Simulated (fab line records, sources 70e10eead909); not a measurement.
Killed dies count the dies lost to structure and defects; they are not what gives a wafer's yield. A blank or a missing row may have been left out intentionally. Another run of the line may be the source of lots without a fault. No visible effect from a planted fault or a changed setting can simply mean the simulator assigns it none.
Chamber matching / flow nandHarc / NHARC_A_STAIRCASE_DEP_301 on pecvd-02 has 3 sister chambers
The step deposits SiON, target thk 30 nm. 6 wafers are shown with their chamber, then 9 later ones without.

WAFERS PAIRED WITH THEIR CHAMBERS
wafer=L076.5; chamber=2; heaterPowerW (W)=781
wafer=L082.4; chamber=1; heaterPowerW (W)=725
wafer=L082.6; chamber=0; heaterPowerW (W)=854
wafer=L084.2; chamber=2; heaterPowerW (W)=735
wafer=L084.4; chamber=1; heaterPowerW (W)=775
wafer=L084.5; chamber=0; heaterPowerW (W)=828

WAFERS WHOSE CHAMBER IS MISSING
wafer=L086.1; heaterPowerW (W)=751
wafer=L086.2; heaterPowerW (W)=902
wafer=L086.4; heaterPowerW (W)=756
wafer=L087.2; heaterPowerW (W)=816
wafer=L087.3; heaterPowerW (W)=727
wafer=L087.6; heaterPowerW (W)=722
wafer=L094.3; heaterPowerW (W)=733
wafer=L094.5; heaterPowerW (W)=760
wafer=L094.6; heaterPowerW (W)=716

CHAMBER TAKEN BY EACH
wafer=L086.1; from the rows above=can't be placed: 1 or 2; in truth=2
wafer=L086.2; from the rows above=0; in truth=0
wafer=L086.4; from the rows above=can't be placed: 2 or 1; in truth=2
wafer=L087.2; from the rows above=can't be placed: 0 or 2 or 1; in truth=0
wafer=L087.3; from the rows above=can't be placed: 1 or 2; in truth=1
wafer=L087.6; from the rows above=can't be placed: 1 or 2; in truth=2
wafer=L094.3; from the rows above=can't be placed: 1 or 2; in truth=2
wafer=L094.5; from the rows above=can't be placed: 2 or 1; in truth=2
wafer=L094.6; from the rows above=can't be placed: 1 or 2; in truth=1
Placed correctly: 1 of 9. Unplaceable from these rows: 8, with the true chamber sitting among the candidates in 8. Wrongly placed: 0.
How it was worked out, from the rows above alone: a wafer's distance from a chamber is the root of the sum, over the readings, of the square of ((its reading less the chamber's mean) divided by the reading's scatter). The wafer belongs to the nearest chamber; if the next one is less than 2 further off, it can't be placed. A chamber's mean is the mean of its shown wafers. The scatter: the root of (the sum of the squares of (reading less its chamber's mean) over the shown wafers, divided by (wafers less chambers)).
